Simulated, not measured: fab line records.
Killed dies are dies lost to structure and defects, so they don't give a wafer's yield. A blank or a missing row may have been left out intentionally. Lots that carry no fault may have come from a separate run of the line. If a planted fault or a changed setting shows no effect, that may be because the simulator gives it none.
Lot-split experiment || flow n5-finfet || 21 wafers read across 7 lots, on a route 1938 steps long

THE SPLIT
At N5_FIN_CUT_EXPOSE_05 (exposes mask FIN CUT), the setting dose-mj was moved away from the recipe's 45.75 on 8 of the 21 wafers read, by -6.4% to +6.9%. The other wafers ran this setting at the recipe's value.

FROM THE SPLIT TO THE READING: what the file shows between them, 2 steps
- N5_FIN_CUT_PEB_06: peb time 60 s
- N5_FIN_CUT_DEVELOP_07: develop time 30 s

THE READING
cd-nm at N5_FIN_CUT_CD_MEAS_08, given in nm (cd target 29.1 nm). Typical for fault-free wafers on this fab line: 29.27 nm, with standard deviation 0.25 nm.

{"wafer": "L075.1", "tool, chamber at the split": "euv-scanner-01, 0", "dose-mj as run": 45.75, "against the recipe": "recipe", "cd-nm, nm": 29.08, "against lot-mates on the recipe": "-"}
{"wafer": "L075.4", "tool, chamber at the split": "euv-scanner-01, 0", "dose-mj as run": 47.08, "against the recipe": "+2.9%", "cd-nm, nm": 30.11, "against lot-mates on the recipe": "+1.03"}
{"wafer": "L075.6", "tool, chamber at the split": "euv-scanner-01, 0", "dose-mj as run": 47.08, "against the recipe": "+2.9%", "cd-nm, nm": 29.88, "against lot-mates on the recipe": "+0.80"}
{"wafer": "L076.1", "tool, chamber at the split": "euv-scanner-02, 0", "dose-mj as run": 45.75, "against the recipe": "recipe", "cd-nm, nm": 29.64, "against lot-mates on the recipe": "-"}
{"wafer": "L076.2", "tool, chamber at the split": "euv-scanner-02, 0", "dose-mj as run": 45.75, "against the recipe": "recipe", "cd-nm, nm": 28.87, "against lot-mates on the recipe": "-"}
{"wafer": "L076.5", "tool, chamber at the split": "euv-scanner-02, 0", "dose-mj as run": 45.75, "against the recipe": "recipe", "cd-nm, nm": 29.35, "against lot-mates on the recipe": "-"}
{"wafer": "L084.1", "tool, chamber at the split": "euv-scanner-01, 0", "dose-mj as run": 45.75, "against the recipe": "recipe", "cd-nm, nm": 29.38, "against lot-mates on the recipe": "-"}
{"wafer": "L084.5", "tool, chamber at the split": "euv-scanner-01, 0", "dose-mj as run": 42.82, "against the recipe": "-6.4%", "cd-nm, nm": 28.09, "against lot-mates on the recipe": -1.29}
{"wafer": "L084.6", "tool, chamber at the split": "euv-scanner-01, 0", "dose-mj as run": 45.75, "against the recipe": "recipe", "cd-nm, nm": 29.38, "against lot-mates on the recipe": "-"}
{"wafer": "L089.3", "tool, chamber at the split": "euv-scanner-02, 0", "dose-mj as run": 45.75, "against the recipe": "recipe", "cd-nm, nm": 29.52, "against lot-mates on the recipe": "-"}
{"wafer": "L089.5", "tool, chamber at the split": "euv-scanner-02, 0", "dose-mj as run": 45.75, "against the recipe": "recipe", "cd-nm, nm": 29.20, "against lot-mates on the recipe": "-"}
{"wafer": "L089.6", "tool, chamber at the split": "euv-scanner-02, 0", "dose-mj as run": 45.75, "against the recipe": "recipe", "cd-nm, nm": 29.23, "against lot-mates on the recipe": "-"}
{"wafer": "L094.1", "tool, chamber at the split": "euv-scanner-02, 0", "dose-mj as run": 47.18, "against the recipe": "+3.1%", "cd-nm, nm": 29.68, "against lot-mates on the recipe": "+0.32"}
{"wafer": "L094.4", "tool, chamber at the split": "euv-scanner-02, 0", "dose-mj as run": 47.18, "against the recipe": "+3.1%", "cd-nm, nm": 29.62, "against lot-mates on the recipe": "+0.26"}
{"wafer": "L094.6", "tool, chamber at the split": "euv-scanner-02, 0", "dose-mj as run": 45.75, "against the recipe": "recipe", "cd-nm, nm": 29.36, "against lot-mates on the recipe": "-"}
{"wafer": "L095.4", "tool, chamber at the split": "euv-scanner-01, 0", "dose-mj as run": 45.75, "against the recipe": "recipe", "cd-nm, nm": 29.17, "against lot-mates on the recipe": "-"}
{"wafer": "L095.5", "tool, chamber at the split": "euv-scanner-01, 0", "dose-mj as run": 48.92, "against the recipe": "+6.9%", "cd-nm, nm": 30.45, "against lot-mates on the recipe": "+1.09"}
{"wafer": "L095.6", "tool, chamber at the split": "euv-scanner-01, 0", "dose-mj as run": 45.75, "against the recipe": "recipe", "cd-nm, nm": 29.55, "against lot-mates on the recipe": "-"}
{"wafer": "L097.4", "tool, chamber at the split": "euv-scanner-01, 0", "dose-mj as run": 45.75, "against the recipe": "recipe", "cd-nm, nm": 29.41, "against lot-mates on the recipe": "-"}
{"wafer": "L097.5", "tool, chamber at the split": "euv-scanner-01, 0", "dose-mj as run": 48.67, "against the recipe": "+6.4%", "cd-nm, nm": 30.54, "against lot-mates on the recipe": "+1.13"}
{"wafer": "L097.6", "tool, chamber at the split": "euv-scanner-01, 0", "dose-mj as run": 48.67, "against the recipe": "+6.4%", "cd-nm, nm": 30.16, "against lot-mates on the recipe": "+0.75"}

THE FIT
A straight line over all 21 wafers: cd-nm changes by +0.171 nm for each +1% of dose-mj; r = +0.93; the points scatter about the line by 0.2 nm.
The same after taking each lot's own level away (the mean of its wafers on the recipe; 21 wafers): +0.17 nm for each +1%; r = +0.91; scatter 0.24 nm.
On that fit, the largest move of dose-mj shifts the reading by 1.2 nm.
Measured against the standard deviation above, the lots' own levels, which go from 29.080 to 29.410 nm, span 1.3 times it.
So the lot-to-lot level changes the slope little: the two slopes agree.
Check: for one of the wafers moved furthest among these (+6.9%), held out of the fit, the line's prediction against its lot-mates is +1.19 nm. It came out at +1.09 nm against them.

FURTHER SPLITS ON THESE WAFERS
Before the reading, these wafers also passed through other splits. Each is held against what the fit with the lots' levels taken away leaves over:
{"other split on the same wafers": "N5_ZERO_LAYER_EXPOSE_08 dose-mj", "wafers away from the commonest value": 2, "r with cd-nm (lot level and that fit taken away)": "+0.33"}
{"other split on the same wafers": "N5_WELL_APT_COAT_02 spin-rpm", "wafers away from the commonest value": 6, "r with cd-nm (lot level and that fit taken away)": "+0.19"}
{"other split on the same wafers": "N5_FIN_SAQP_HM_DEP_03 time-s", "wafers away from the commonest value": 7, "r with cd-nm (lot level and that fit taken away)": "+0.08"}
{"other split on the same wafers": "N5_FIN_SAQP_PECVD_48 time-s", "wafers away from the commonest value": 5, "r with cd-nm (lot level and that fit taken away)": -0.25}

THE WHOLE CHAIN: every reading that the file lists as answering this split, in the file's order
{"step": "N5_FIN_CUT_CD_MEAS_08", "what it does": "target cd 29.1 nm", "reading": "cd-nm", "change (the file's fit)": "+0.172 nm for each +1% of the setting", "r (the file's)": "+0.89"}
{"step": "N5_FIN_CUT_ETCH_30", "what it does": "etches underlayer in N2/H2, target depth 13 nm, time 10.4 s", "reading": "FIN_CUT.cd-offset-nm (the simulator's own value, which no gauge read)", "change (the file's fit)": "+0.164 nm for each +1% of the setting", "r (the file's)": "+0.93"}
{"step": "N5_FIN_CUT_ETCH_20", "what it does": "etches SiARC in CF4, target depth 26 nm, time 43.3 s", "reading": "FIN_CUT.cd-offset-nm (the simulator's own value, which no gauge read)", "change (the file's fit)": "+0.155 nm for each +1% of the setting", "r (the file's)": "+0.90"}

FILE'S OWN FIT
cd-nm changes by +0.172 nm for each +1% of dose-mj, r = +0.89.
